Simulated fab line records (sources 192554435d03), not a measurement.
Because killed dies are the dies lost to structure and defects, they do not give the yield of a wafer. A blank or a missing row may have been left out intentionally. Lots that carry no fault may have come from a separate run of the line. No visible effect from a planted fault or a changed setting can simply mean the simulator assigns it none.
fab line records | flow n5Finfet
record: lots: 9 wafers: 27 lastDay: 19
route steps=1938 shown BEOL_M2@925 BEOL_M3@948 BEOL_M4@1111 PASSIVATION@1936
lots untouched by any fault: they come from a run of this same line in which no faults occurred
startH: hours from the record's opening day to when the first of the lot's shown wafers began | waitH: hours elapsed since this lot's preceding step | " the same as in the row above | L1.1+2: a single row standing in for several wafers | - no value, or no start given | * or withheld: withheld | < > ~ a bound
route shown NAME@n: names a module that has steps shown in the file, with the first one's number in the route | usual: mean/standard deviation taken from wafers without a fault | same: alike in all rows | chamber/n: place in a boat | sites: readings site by site | _std_site: the standard deviation of these | _edge_site: mean of outer sites minus mean of inner sites | radiusMm: for every site, how far away it sits from the centre of the wafer | mask NAME#n: copy n | behind: the most recent tool/chamber to have shaped the wafer | hold: why the lot was held/for how many hours/how that ended | device: names the non-switching transistor (n, p or np) | end of line: the tests these same wafers got at the end of their route | a step with no rows: only its recipe | killed: the dies lost at the first sort to structure and to defects; this is not the yield of the wafer | map: a wafer's dies, marking killed ones x, the rest . and places with no die _
set.NAME: the setting that was run; set.NAME@STEP: the one run at that earlier step | model.NAME: the simulator's own value behind a step, which no gauge read
steps of the route over a sample of lots; a table a step, a row a wafer
services: from which hour (startH, from the record's first day; less than 0 if before it) a tool's chamber was out of use, for how many hours, and why
== steps ==
step: N5_BEOL_M2_PRE_CLEAN_60
recipe: gas: NH3/H2 timeS: 15 tempC: * rfPowerW: 300
usual: heaterPowerOuterW: 16/3.8 heaterPowerW: 81/4.5
columns lot.wafer tool chamber startH waitH heaterPowerOuterW heaterPowerW
L319.1 cvdCo-02 1 154.99 0.0 12 78
L319.2 " 2 " " 13 78
L319.5 " 2 " " 13 74
L320.1 cvdCo-02 0 156.83 0.0 20 83
L320.2 " 2 " " 13 76
L320.5 " 1 " " 11 78
L321.1 cvdCo-02 0 170.29 0.0 21 83
L321.3 " 2 " " 13 79
L321.6 " 2 " " 12 76
L322.2 cvdCo-01 1 172.30 0.0 17 76
L322.3 " 0 " " 20 88
L322.6 " 0 " " 20 87
L328.2 cvdCo-02 0 200.88 0.0 21 84
L328.4 " 0 " " 21 84
L328.5 " 1 " " 12 80
L330.4 cvdCo-01 2 235.80 0.1 13 79
L330.5 " 0 " " 20 87
L330.6 " 1 " " 18 78
L335.1 cvdCo-02 0 246.83 0.0 21 83
L335.2 " 1 " " 12 80
L335.6 " 1 " " 12 82
L337.1 cvdCo-01 0 282.98 0.0 21 90
L337.4 " 2 " " 13 76
L337.5 " 1 " " 18 76
L338.2 cvdCo-01 0 314.27 0.0 21 89
L338.3 " 1 " " 17 78
L338.6 " 2 " " 13 80
step: N5_BEOL_M3_ETCH_74
recipe: chemistry: N2/H2 target: underlayer targetDepthA: 65 maskMaterial: CAR-EUV timeS: 5.2 ionEnergyEv: 200 pressureMtorr: 30 sourceW: 840 biasW: 150 n2FlowSccm: 200 h2FlowSccm: 200 ends: cleared
usual: chamberPressureMTorr: 30.00/0.039 drypumpMotorCurrentA: 5.5/0.48 etchRfOnTimeS: 5.21/0.12 oesProductAu: 0.66/0.065 rfVppV: 524.4/2 showerheadPlenumPTorr: 2.56/0.059 throttleValvePct: 17.94/0.18
columns lot.wafer tool chamber startH waitH chamberPressureMTorr drypumpMotorCurrentA etchRfOnTimeS oesProductAu rfHoursCounterH rfVppV showerheadPlenumPTorr throttleValvePct
L319.1 rieDiel-02 2 156.67 0.0 30.11 6.4 5.21 0.84 0 524.8 2.60 17.72
L319.2 " 3 " " 29.99 4.9 5.32 0.64 162 528.5 2.67 17.80
L319.5 " 2 " " 30.05 6.4 5.18 0.85 - 527.0 2.60 17.71
L320.1 rieDiel-06 1 157.86 0.0 30.00 5.5 5.01 0.65 168 526.3 2.64 18.07
L320.2 " 2 " " 30.06 5.8 5.17 0.66 155 523.4 2.54 18.15
L320.5 " 2 " " 30.01 5.8 5.20 0.65 - 522.6 2.54 18.17
L321.1 rieDiel-02 3 171.53 0.0 30.02 5.0 5.39 0.63 166 528.4 2.66 17.82
L321.3 " 1 " " 29.99 5.7 5.25 0.67 140 521.9 2.56 17.89
L321.6 " 3 " " 30.02 5.0 5.33 0.64 - 526.6 2.66 17.81
L322.2 rieDiel-06 3 173.59 0.0 30.03 6.3 4.96 0.82 2 521.1 2.52 17.81
L322.3 " 0 " " 29.98 4.9 5.30 0.58 229 521.3 2.52 17.69
L322.6 " 1 " " 29.93 5.5 5.07 0.65 - 523.9 2.64 18.04
L328.2 rieDiel-06 0 202.23 0.0 30.03 4.9 5.31 0.58 236 520.8 2.52 17.71
L328.4 " 1 " " 30.03 5.5 3.82 0.76 180 525.6 2.63 18.09
L328.5 " 1 " " 30.04 5.5 5.19 0.63 - 523.7 2.63 18.07
L330.4 rieDiel-06 2 237.50 0.0 30.01 5.8 3.94 0.74 - 523.8 2.53 18.26
L330.5 " 0 " " 30.02 4.9 5.37 0.57 - 524.2 2.51 17.70
L330.6 " 1 " " 30.03 5.5 3.88 0.75 - 525.3 2.63 18.09
L335.1 rieDiel-04 1 249.67 0.0 29.99 6.1 5.12 0.63 189 525.5 2.64 17.91
L335.2 " 2 " " 30.03 5.0 5.06 0.72 94 519.2 2.45 17.92
L335.6 " 0 " " 30.03 5.1 5.09 0.65 - 525.3 2.55 17.77
L337.1 rieDiel-02 2 285.49 0.0 29.99 6.4 5.20 0.75 38 523.5 2.59 17.79
L337.4 " 3 " " 30.03 5.0 5.35 0.62 199 524.3 2.65 17.86
L337.5 " 3 " " 29.98 4.9 5.30 0.62 - 525.8 2.65 17.89
L338.2 rieDiel-02 2 315.95 0.0 30.03 6.4 5.17 0.74 47 526.3 2.58 17.77
L338.3 " 3 " " 29.97 4.9 5.28 0.61 208 524.9 2.65 17.85
L338.6 " 3 " " 29.95 5.0 5.23 0.62 - 526.5 2.65 17.91
step: N5_BEOL_M3_ETCH_63
recipe: chemistry: CF4 target: SiARC targetDepthA: 156 maskMaterial: CAR-EUV timeS: 26 ionEnergyEv: 80 pressureMtorr: 40 sourceW: 545 biasW: 36 Ar_flow_sccm: 100 cf4FlowSccm: 100 ends: cleared
usual: chamberPressureMTorr: 39.99/0.034 drypumpMotorCurrentA: 5.5/0.47 etchRfOnTimeS: 26.1/0.58 oesProductAu: 0.66/0.065 rfVppV: 184.2/1 showerheadPlenumPTorr: 2.16/0.047 throttleValvePct: 15.65/0.17
columns lot.wafer tool chamber startH waitH chamberPressureMTorr drypumpMotorCurrentA etchRfOnTimeS oesProductAu rfHoursCounterH rfVppV showerheadPlenumPTorr throttleValvePct
L319.1 rieDiel-02 2 156.68 0.0 39.99 6.3 25.9 0.85 0 185.6 2.21 15.50
L319.2 " 3 " " 40.02 5.0 26.8 0.64 162 185.7 2.22 15.43
L319.5 " 2 " " 39.97 6.4 26.2 0.84 - 184.7 2.21 15.50
L320.1 rieDiel-06 1 157.88 0.0 40.02 5.5 25.1 0.66 168 185.1 2.23 15.85
L320.2 " 2 " " 39.96 5.8 25.9 0.65 155 183.9 2.14 15.86
L320.5 " 2 " " 39.99 5.8 26.0 0.64 - 184.0 2.14 15.82
L321.1 rieDiel-02 3 171.55 0.0 39.98 5.0 26.5 0.65 166 186.8 2.22 15.44
L321.3 " 1 " " 40.04 5.7 26.0 0.67 140 183.1 2.15 15.57
L321.6 " 3 " " 39.97 5.0 26.7 0.63 - 186.0 2.22 15.45
L322.2 rieDiel-06 3 173.61 0.0 39.94 6.3 25.1 0.84 2 183.3 2.10 15.31
L322.3 " 0 " " 39.99 4.9 26.3 0.58 229 183.1 2.12 15.49
L322.6 " 1 " " 39.94 5.5 25.7 0.64 - 185.0 2.23 15.86
L328.2 rieDiel-06 0 202.25 0.0 40.02 4.9 26.0 0.59 236 181.7 2.12 15.48
L328.4 " 1 " " 40.00 5.5 25.6 0.64 180 185.1 2.23 15.88
L328.5 " 1 " " 40.03 5.5 25.4 0.64 - 183.7 2.23 15.88
L330.4 rieDiel-06 2 237.52 0.0 40.04 5.8 26.3 0.63 - 183.5 2.13 15.88
L330.5 " 0 " " 40.00 4.9 26.4 0.57 - 185.6 2.12 15.51
L330.6 " 1 " " 39.98 5.5 25.8 0.63 - 184.9 2.22 15.90
L335.1 rieDiel-04 1 249.69 0.0 40.01 6.1 25.8 0.63 189 184.7 2.22 15.61
L335.2 " 2 " " 39.97 5.0 25.9 0.71 94 183.3 2.09 15.78
L335.6 " 0 " " 40.02 5.1 25.5 0.67 - 186.4 2.15 15.62
L337.1 rieDiel-02 2 285.50 0.0 39.99 6.4 25.9 0.75 38 184.0 2.19 15.58
L337.4 " 3 " " 39.97 5.0 26.6 0.61 199 185.6 2.21 15.53
L337.5 " 3 " " 39.99 5.0 26.5 0.62 - 182.4 2.21 15.50
L338.2 rieDiel-02 2 315.97 0.0 39.98 6.4 25.8 0.73 47 184.3 2.19 15.60
L338.3 " 3 " " 40.00 4.9 26.7 0.61 208 183.9 2.20 15.51
L338.6 " 3 " " 40.00 4.9 26.6 0.61 - 185.7 2.21 15.53
step: N5_BEOL_M3_STRIP_19
recipe: chemistry: O2 powerW: 400 tempC: 40 pressureMtorr: 30 rfFrequencyHz: 6e+07 biasPowerW: 0 overashFraction: 0.2 o2FlowSccm: 225
usual: chamberPressureMTorr: 30.002/0.027 drypumpMotorCurrentA: 5.5/0.49 o2FlowSccm: 224.9/0.64 oesProductAu: 0.78/0.074 rfVppV: 3.6/0.55 showerheadPlenumPTorr: 2.12/0.052 throttleValvePct: 16.71/0.18
columns lot.wafer tool chamber startH waitH chamberPressureMTorr drypumpMotorCurrentA o2FlowSccm oesProductAu rfHoursCounterH rfVppV showerheadPlenumPTorr throttleValvePct
L319.1 rieDiel-04 2 157.04 0.1 30.035 4.9 224.2 0.87 64 3.4 2.04 16.75
L319.2 " 3 " " 30.012 5.3 224.0 0.85 43 3.8 2.16 16.69
L319.5 " 0 " " 29.984 5.1 225.2 0.80 - 3.8 2.11 16.57
L320.1 rieDiel-04 1 158.37 0.2 30.025 6.1 225.0 0.75 159 3.7 2.20 16.67
L320.2 " 0 " " 30.008 5.1 224.6 0.80 87 2.9 2.11 16.56
L320.5 " 0 " " 30.016 5.1 225.2 0.80 - 5.1 2.11 16.56
L321.1 rieDiel-02 2 171.95 0.2 29.964 6.3 225.0 0.97 5 3.6 2.16 16.56
L321.3 " 1 " " 30.019 5.7 224.3 0.78 140 4.1 2.10 16.58
L321.6 " 0 " " 30.017 5.3 225.0 0.72 - 3.4 2.08 16.92
L322.2 rieDiel-06 1 173.95 0.1 30.002 5.5 224.4 0.75 172 3.8 2.18 16.90
L322.3 " 0 " " 30.025 4.9 226.4 0.68 229 3.2 2.06 16.45
L322.6 " 2 " " 29.973 5.8 225.2 0.75 - 3.6 2.11 17.02
L328.2 rieDiel-06 0 202.56 0.1 29.968 4.9 225.1 0.68 236 5.3 2.06 16.46
L328.4 " 1 " " 30.036 5.5 224.4 0.74 180 4.2 2.18 16.90
L328.5 " 1 " " 29.969 5.5 225.2 0.74 - 2.9 2.18 16.90
L330.4 rieDiel-06 2 237.82 0.1 29.999 5.8 225.8 0.74 178 3.4 2.10 17.06
L330.5 " 0 " " 29.999 4.9 225.0 0.68 - 4.3 2.06 16.49
L330.6 " 3 " " 29.976 6.2 223.9 0.91 - 4.6 2.05 16.42
L335.1 rieDiel-04 1 250.11 0.2 29.953 6.1 225.4 0.73 189 3.0 2.19 16.73
L335.2 " 2 " " 30.028 5.0 225.1 0.82 94 3.6 2.03 16.77
L335.6 " 3 " " 30.013 5.3 224.3 0.82 - 3.7 2.15 16.72
L337.1 rieDiel-02 1 285.83 0.1 29.983 5.7 225.6 0.76 172 3.9 2.08 16.65
L337.4 " 0 " " 29.982 5.3 224.3 0.69 235 3.9 2.07 17.00
L337.5 " 3 " " 29.970 5.0 225.4 0.72 - 4.2 2.18 16.62
L338.2 rieDiel-02 0 316.27 0.1 30.024 5.3 226.0 0.69 243 3.2 2.07 17.00
L338.3 " 2 " " 30.015 6.4 224.3 0.88 48 5.2 2.14 16.64
L338.6 " 1 " " 29.970 5.8 224.7 0.75 - 3.2 2.08 16.67
step: N5_BEOL_M4_RC_MEAS_101
usual: DIBL_N: 36.3/2.2 DIBL_P: 36.0/2.4 IOFF_N: 0.16/0.042 IOFF_P: 0.22/0.041 ION_N: 672/14 ION_P: 462/7.9 SS_N: 71.7/0.76 SS_P: 73.3/0.72 VT_N: 250/3.6 VT_P: -249/3
columns lot.wafer tool chamber startH waitH DIBL_N[mV/V] DIBL_P[mV/V] IOFF_N[nA/um] IOFF_P[nA/um] ION_N[uA/um] ION_P[uA/um] SS_N[mV/dec] SS_P[mV/dec] VT_N[mV] VT_P[mV]
L319.1 prober-02 0 179.50 0.0 34.8 35.2 0.15 0.20 679 465 70.7 72.5 251 -251
L319.2 " 0 " " 38.0 37.8 0.21 0.26 687 464 72.2 74.1 248 -249
L319.5 " 0 " " 36.3 36.1 0.17 0.22 689 465 71.3 73.2 249 -251
L320.1 prober-01 0 180.50 0.0 34.9 34.5 0.14 0.20 668 463 72.2 73.3 249 -248
L320.2 " 0 " " 34.7 34.2 0.14 0.20 670 463 71.0 73.2 249 -250
L320.5 " 0 " " 34.9 34.7 0.15 0.20 678 467 71.4 73.4 247 -246
L321.1 prober-02 0 191.97 0.0 37.0 38.2 0.18 0.25 675 465 72.0 74.1 248 -249
L321.3 " 0 " " 38.0 38.6 0.19 0.25 666 454 72.3 73.6 246 -251
L321.6 " 0 " " 37.0 37.7 0.17 0.24 676 470 72.0 73.1 247 -249
L322.2 prober-02 0 194.86 0.2 40.6 39.6 0.24 0.30 690 475 71.8 74.6 244 -245
L322.3 " 0 " " 41.0 40.1 0.25 0.30 691 469 72.7 74.5 241 -244
L322.6 " 0 " " 41.2 40.5 0.27 0.32 704 477 72.2 74.6 241 -246
L328.2 prober-01 0 220.11 0.2 38.3 37.9 0.18 0.26 672 471 72.0 73.9 250 -249
L328.4 " 0 " " 35.6 33.7 0.14 0.19 668 458 71.0 72.3 254 -252
L328.5 " 0 " " 37.6 35.8 0.15 0.23 663 464 72.1 73.1 253 -248
L330.4 prober-02 0 252.12 0.5 36.8 36.9 0.16 0.25 674 469 72.6 73.8 249 -247
L330.5 " 0 " " 35.6 35.2 0.14 0.22 661 463 71.7 73.7 252 -248
L330.6 " 0 " " 35.8 34.2 0.12 0.20 643 445 72.1 73.2 255 -250
L335.1 prober-01 0 294.89 0.0 35.3 33.0 0.13 0.18 679 469 70.9 73.2 254 -253
L335.2 " 0 " " 35.4 32.8 0.14 0.19 667 457 71.1 73.2 252 -255
L335.6 " 0 " " 38.4 37.0 0.21 0.25 696 479 71.5 73.8 247 -248
L337.1 prober-02 0 316.38 0.0 36.8 37.1 0.18 0.24 679 464 72.0 73.5 247 -248
L337.4 " 0 " " 36.5 38.0 0.20 0.26 706 483 71.7 73.3 243 -245
L337.5 " 0 " " 36.3 37.4 0.18 0.23 692 467 71.8 73.1 248 -246
L338.2 prober-01 0 342.46 0.6 33.2 34.8 0.14 0.19 674 468 70.5 72.9 251 -251
L338.3 " 0 " " 34.1 35.7 0.15 0.19 685 470 71.1 72.8 249 -251
L338.6 " 0 " " 33.4 34.9 0.14 0.20 672 465 71.2 72.7 250 -250
step: N5_PASSIVATION_PROBE_49
usual: defectLimitedYield: 91.3/1.7 killed_at_M0_to_M3: 33/9.9 killed_at_M4_up: 14/6.4 killedAtContacts: 12/7 killedAtFrontEnd: 41/13 killedAtOther: 3.1/2.9 killedDies: 103/20 killedOnRim: 13/4 killedOpen: 67/14 killedShort: 34/9.4 sort_bin_4_leakage: 0.03/0.24 sort_bin_5_function: 5.1/1.1 sort_bin_6_memory: 3.2/0.79 sort_bin_8_speed: 0.02/0.15 sortNPass: 1077/21 sortYieldPct: 91.2/1.7
same: grossDies: 1180 killedAtBackSide: 0
columns lot.wafer tool chamber startH waitH defectLimitedYield[%] killed_at_M0_to_M3 killed_at_M4_up killedAtContacts killedAtFrontEnd killedAtOther killedDies killedOnRim killedOpen killedShort sort_bin_4_leakage[%] sort_bin_5_function[%] sort_bin_6_memory[%] sort_bin_8_speed[%] sortNPass sortYieldPct[%]
L319.1 prober-01 - 277.56 0.0 91.4 22 17 14 48 0 101 14 64 33 0 4.2 3.8 0 1079 91.4
L319.2 prober-01 - 277.61 0.1 91.4 25 12 9 56 0 102 13 67 35 0 5.8 2.5 0 1078 91.4
L319.5 prober-01 - 277.76 0.2 90.3 26 9 17 62 1 115 9 65 49 0 6.5 2.5 0 1065 90.3
L320.1 prober-02 - 279.17 0.0 92.7 28 11 12 32 3 86 14 62 23 0 4.4 2.5 0.08 1094 92.7
L320.2 prober-02 - 279.22 0.1 89.9 48 14 2 51 4 119 8 78 41 0 6.0 3.9 0 1061 89.9
L320.5 prober-02 - 279.37 0.2 92.8 27 9 12 35 2 85 14 59 23 0 4.9 2.1 0 1095 92.8
L322.2 prober-02 - 290.56 0.6 92.0 33 11 10 35 5 94 14 66 28 0 4.5 3.3 0 1086 92.0
L322.3 prober-02 - 290.61 0.6 90.6 41 9 10 43 8 111 10 74 35 0 5.8 3.4 0 1069 90.6
L322.6 prober-02 - 290.76 0.8 91.3 27 9 35 29 3 103 16 73 30 0.08 5.4 3.0 0 1076 91.2
L321.1 prober-01 - 291.30 0.0 90.5 45 8 18 40 1 112 12 64 47 0 5.4 3.6 0 1068 90.5
L321.3 prober-01 - 291.40 0.1 92.1 43 13 7 29 1 93 12 56 36 0 4.8 2.9 0 1087 92.1
L321.6 prober-01 - 291.55 0.3 92.4 35 16 11 28 0 90 8 56 34 0 3.6 3.8 0 1090 92.4
L328.2 prober-02 - 317.41 0.1 92.5 25 21 8 33 1 88 9 58 24 0 3.8 2.9 0 1092 92.5
L328.4 prober-02 - 317.51 0.2 93.2 19 16 13 29 3 80 8 52 28 0 4.2 2.3 0 1100 93.2
L328.5 prober-02 - 317.56 0.2 92.3 19 11 14 43 4 91 15 48 30 0 3.7 3.1 0 1089 92.3
L330.4 prober-02 - 351.55 0.2 90.8 41 17 17 33 1 109 12 78 30 0 5.4 3.6 0.08 1071 90.8
L330.5 prober-02 - 351.60 0.2 91.3 35 11 32 24 1 103 15 72 30 0 5.3 3.1 0 1077 91.3
L330.6 prober-02 - 351.65 0.3 92.4 43 10 12 24 1 90 7 59 30 0 4.7 2.8 1.78 1069 90.6
L335.1 prober-01 - 402.45 0.0 93.3 34 6 12 24 3 79 14 51 28 0 3.1 3.4 0 1101 93.3
L335.2 prober-01 - 402.50 0.1 95.2 19 9 6 15 8 57 6 29 25 0 3.1 1.5 0 1123 95.2
L335.6 prober-01 - 402.70 0.3 93.1 28 9 19 24 1 81 3 59 20 0 4.3 2.5 0 1099 93.1
L338.2 prober-01 - 467.45 0.1 89.1 25 24 6 73 1 129 13 89 40 0 6.7 3.7 0 1051 89.1
L338.3 prober-01 - 467.50 0.1 90.3 36 29 7 42 0 114 18 92 21 0 6.4 3.1 0 1066 90.3
L338.6 prober-01 - 467.65 0.3 89.8 43 19 5 53 0 120 13 92 28 0 5.8 4.1 0 1060 89.8
killed by level:class
L319.1 FIN_SAQP:geometricParticle:open=11 MOL_CONTACT_COAG:geometricParticle:open=11 GATE_CUT:geometricParticle:short=9 FIN_SAQP:geometricParticle:short=8 BEOL_M0_SAQP:geometricParticle:open=8 BEOL_M4:geometricParticle:open=7 GATE_CUT:geometricParticle:open=5 BEOL_M0_SAQP:geometricParticle:short=4
L319.2 FIN_SAQP:geometricParticle:short=13 FIN_SAQP:geometricParticle:open=11 STI_FIN_REVEAL:geometricParticle:open=8 MOL_CONTACT_COAG:geometricParticle:open=8 BEOL_M2:geometricParticle:open=8 BEOL_M4:geometricParticle:open=6 BEOL_M3:geometricParticle:open=5 DUMMY_GATE:geometricParticle:open=4
L319.5 FIN_SAQP:geometricParticle:short=18 MOL_CONTACT_COAG:geometricParticle:open=13 FIN_SAQP:geometricParticle:open=9 BEOL_M3:geometricParticle:open=9 GATE_CUT:geometricParticle:short=8 BEOL_M2:geometricParticle:open=5 STARTING-WAFER:geometricParticle:short=5 MOL_CONTACT_COAG:geometricParticle:short=4
L320.1 MOL_CONTACT_COAG:geometricParticle:open=11 GATE_CUT:geometricParticle:short=8 STI_FIN_REVEAL:geometricParticle:open=6 BEOL_M2:geometricParticle:open=6 GATE_CUT:geometricParticle:open=5 BEOL_M0_SAQP:geometricParticle:short=5 BEOL_M0_SAQP:geometricParticle:open=5 FIN_SAQP:geometricParticle:open=4
L320.2 STI_FIN_REVEAL:geometricParticle:open=23 BEOL_M0_SAQP:geometricParticle:open=15 BEOL_M0_SAQP:geometricParticle:short=11 STI_FIN_REVEAL:geometricParticle:short=7 BEOL_M1:geometricParticle:open=6 BEOL_M4:geometricParticle:open=6 GATE_CUT:geometricParticle:short=5 FIN_SAQP:geometricParticle:short=4
L320.5 STI_FIN_REVEAL:geometricParticle:open=17 MOL_CONTACT_COAG:geometricParticle:open=8 BEOL_M0_SAQP:geometricParticle:open=7 BEOL_M0_SAQP:geometricParticle:short=5 GATE_CUT:geometricParticle:short=4 MOL_CONTACT_COAG:geometricParticle:short=4 BEOL_M1:geometricParticle:open=4 FIN_SAQP:geometricParticle:open=3
L322.2 BEOL_M3:geometricParticle:open=10 BEOL_M2:geometricParticle:open=9 STI_FIN_REVEAL:geometricParticle:open=8 MOL_CONTACT_COAG:geometricParticle:open=8 BEOL_M1:geometricParticle:open=7 FIN_SAQP:geometricParticle:short=6 BEOL_M4:geometricParticle:open=6 FIN_SAQP:geometricParticle:open=5
L322.3 BEOL_M3:geometricParticle:open=13 FIN_SAQP:geometricParticle:open=9 STI_FIN_REVEAL:geometricParticle:open=9 MOL_CONTACT_COAG:geometricParticle:open=8 FIN_SAQP:geometricParticle:short=7 BEOL_M1:geometricParticle:open=6 BEOL_M2:geometricParticle:open=6 PASS1_CAP:geometricParticle:short=4
L322.6 MOL_CONTACT_COAG:geometricParticle:open=31 BEOL_M0_SAQP:geometricParticle:open=9 FIN_SAQP:geometricParticle:short=7 STI_FIN_REVEAL:geometricParticle:open=6 BEOL_M0_SAQP:geometricParticle:short=5 BEOL_M3:geometricParticle:open=5 BEOL_M2:geometricParticle:open=4 MOL_CONTACT_COAG:geometricParticle:short=4
L321.1 MOL_CONTACT_COAG:geometricParticle:open=14 BEOL_M0_SAQP:geometricParticle:short=14 BEOL_M3:geometricParticle:open=10 FIN_SAQP:geometricParticle:short=8 STI_FIN_REVEAL:geometricParticle:open=8 BEOL_M0_SAQP:geometricParticle:open=6 BEOL_M2:geometricParticle:short=6 DUMMY_GATE:geometricParticle:open=5
L321.3 BEOL_M0_SAQP:geometricParticle:short=14 BEOL_M0_SAQP:geometricParticle:open=11 MOL_CONTACT_COAG:geometricParticle:open=6 DUMMY_GATE:geometricParticle:open=4 BEOL_M0:geometricParticle:open=4 BEOL_M1:geometricParticle:open=4 BEOL_M1:geometricParticle:short=4 BEOL_M3:geometricParticle:open=4
L321.6 STI_FIN_REVEAL:geometricParticle:open=7 MOL_CONTACT_COAG:geometricParticle:open=6 BEOL_M0_SAQP:geometricParticle:open=6 BEOL_M1:geometricParticle:short=6 STARTING-WAFER:geometricParticle:open=6 MOL_CONTACT_COAG:geometricParticle:short=5 BEOL_M2:geometricParticle:open=5 FIN_SAQP:geometricParticle:short=4
L328.2 BEOL_M4:geometricParticle:open=9 BEOL_M2:geometricParticle:open=8 FIN_SAQP:geometricParticle:open=7 MOL_CONTACT_COAG:geometricParticle:open=6 BEOL_M0_SAQP:geometricParticle:open=5 BEOL_M4:geometricParticle:short=5 HKMG_FIN:areaEtch=5 FIN_SAQP:geometricParticle:short=4
L328.4 MOL_CONTACT_COAG:geometricParticle:open=12 BEOL_M4:geometricParticle:open=11 STARTING-WAFER:geometricParticle:short=6 BEOL_M1:geometricParticle:open=5 STI_FIN_REVEAL:geometricParticle:open=4 BEOL_M0_SAQP:geometricParticle:short=4 FIN_SAQP:geometricParticle:open=3 FIN_SAQP:geometricParticle:short=3
L328.5 MOL_CONTACT_COAG:geometricParticle:open=12 HKMG_FIN:areaEtch=9 FIN_SAQP:geometricParticle:short=6 BEOL_M0_SAQP:geometricParticle:short=6 BEOL_M4:geometricParticle:open=6 FIN_SAQP:geometricParticle:open=5 BEOL_M2:geometricParticle:open=5 DUMMY_GATE:geometricParticle:open=4
L330.4 MOL_CONTACT_COAG:geometricParticle:open=16 BEOL_M2:geometricParticle:open=13 BEOL_M4:geometricParticle:open=10 BEOL_M0_SAQP:geometricParticle:open=9 STARTING-WAFER:geometricParticle:short=6 FIN_SAQP:geometricParticle:short=5 BEOL_M0_SAQP:geometricParticle:short=5 BEOL_M1:geometricParticle:open=5
L330.5 MOL_CONTACT_COAG:geometricParticle:open=26 BEOL_M2:geometricParticle:open=9 BEOL_M0_SAQP:geometricParticle:short=8 MOL_CONTACT_COAG:geometricParticle:short=6 BEOL_M1:geometricParticle:open=5 FIN_SAQP:geometricParticle:short=4 BEOL_M0_SAQP:geometricParticle:open=4 BEOL_M2:geometricParticle:short=4
L330.6 BEOL_M1:geometricParticle:open=18 BEOL_M2:geometricParticle:open=9 FIN_SAQP:geometricParticle:open=7 FIN_SAQP:geometricParticle:short=7 BEOL_M0_SAQP:geometricParticle:short=7 MOL_CONTACT_COAG:geometricParticle:short=6 MOL_CONTACT_COAG:geometricParticle:open=6 BEOL_M0_SAQP:geometricParticle:open=4
L335.1 MOL_CONTACT_COAG:geometricParticle:open=9 GATE_CUT:geometricParticle:short=6 BEOL_M0_SAQP:geometricParticle:open=6 BEOL_M3:geometricParticle:open=6 BEOL_M0_SAQP:geometricParticle:short=5 DUMMY_GATE:geometricParticle:open=4 GATE_CUT:geometricParticle:open=4 BEOL_M0:geometricParticle:open=4
L335.2 MIM_TOP_ETCH:geometricParticle:short=6 FIN_SAQP:geometricParticle:short=5 MOL_CONTACT_COAG:geometricParticle:open=5 BEOL_M0_SAQP:geometricParticle:short=5 BEOL_M2:geometricParticle:open=4 FIN_SAQP:geometricParticle:open=3 BEOL_M3:geometricParticle:open=3 FIN_CUT:geometricParticle:open=2
L335.6 MOL_CONTACT_COAG:geometricParticle:open=17 BEOL_M3:geometricParticle:open=7 BEOL_M0_SAQP:geometricParticle:short=5 DUMMY_GATE:geometricParticle:open=4 GATE_CUT:geometricParticle:short=4 BEOL_M0_SAQP:geometricParticle:open=4 BEOL_M2:geometricParticle:open=4 BEOL_M0:geometricParticle:open=3
L338.2 STI_FIN_REVEAL:geometricParticle:open=42 BEOL_M4:geometricParticle:open=12 STI_FIN_REVEAL:geometricParticle:short=7 GATE_CUT:geometricParticle:short=7 MOL_CONTACT_COAG:geometricParticle:open=6 BEOL_M1:geometricParticle:open=6 BEOL_M4:geometricParticle:short=6 BEOL_M5:geometricParticle:open=6
L338.3 STI_FIN_REVEAL:geometricParticle:open=24 BEOL_M3:geometricParticle:open=10 BEOL_M4:geometricParticle:open=10 BEOL_M5:geometricParticle:open=9 BEOL_M1:geometricParticle:open=7 MOL_CONTACT_COAG:geometricParticle:open=5 BEOL_M3:geometricParticle:short=5 BEOL_M6:geometricParticle:open=5
L338.6 STI_FIN_REVEAL:geometricParticle:open=31 BEOL_M0_SAQP:geometricParticle:open=14 BEOL_M4:geometricParticle:open=11 BEOL_M3:geometricParticle:open=10 BEOL_M0_SAQP:geometricParticle:short=8 STI_FIN_REVEAL:geometricParticle:short=4 BEOL_M3:geometricParticle:short=4 BEOL_M5:geometricParticle:open=4
== services ==
columns tool chamber startH hours kind
rieDiel-02 2 131.19 - clean
rieDiel-02 2 131.19 - consumableReplace:focusRing
rieDiel-02 2 131.19 24.2 scheduledDown
rieDiel-02 2 131.19 24.2 ventCycle
rieDiel-04 3 133.61 22.5 repair
rieDiel-06 2 136.40 2.6 repair
rieDiel-06 3 139.23 - clean
rieDiel-06 3 139.23 - consumableReplace:focusRing
rieDiel-06 3 139.23 27.9 scheduledDown
rieDiel-06 3 139.23 27.9 ventCycle
cvdCo-02 2 157.27 6.8 repair
cvdCo-01 - 165.04 0.5 repair
rieDiel-06 - 177.84 0.6 repair
rieDiel-04 0 185.19 4.0 repair
rieDiel-06 3 235.37 2.3 repair
rieDiel-06 0 244.91 - clean
rieDiel-06 0 244.91 - consumableReplace:focusRing
rieDiel-06 0 244.91 17.9 scheduledDown
rieDiel-06 0 244.91 17.9 ventCycle
cvdCo-01 - 290.66 4.3 pm
cvdCo-02 - 294.99 6.9 pm
rieDiel-06 1 295.74 3.9 repair
rieDiel-06 1 303.97 8.4 repair
cvdCo-02 - 306.01 1.3 repair
== key ==
firstSign: step: N5_BEOL_M3_ETCH_74 reading: etchRfOnTimeS direction: down sigmas: 11 usual: * struck: *
effect none on later readings
metAt N5_BEOL_M3_ETCH_74
struckLots L328,L330
struckWafers L328.4,L330.4,L330.6
notActingAt N5_BEOL_M2_PRE_CLEAN_60,N5_BEOL_M3_ETCH_63,N5_BEOL_M3_STRIP_19
onsetBetween 173.59 202.23
fault: kind: processParameterDrift tool: rieDiel-06 chamber: - onsetH: 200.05 steps: N5_BEOL_M3_ETCH_74 channel: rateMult offset: 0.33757 shape: step endH: 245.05 scope: struckWafersOnly
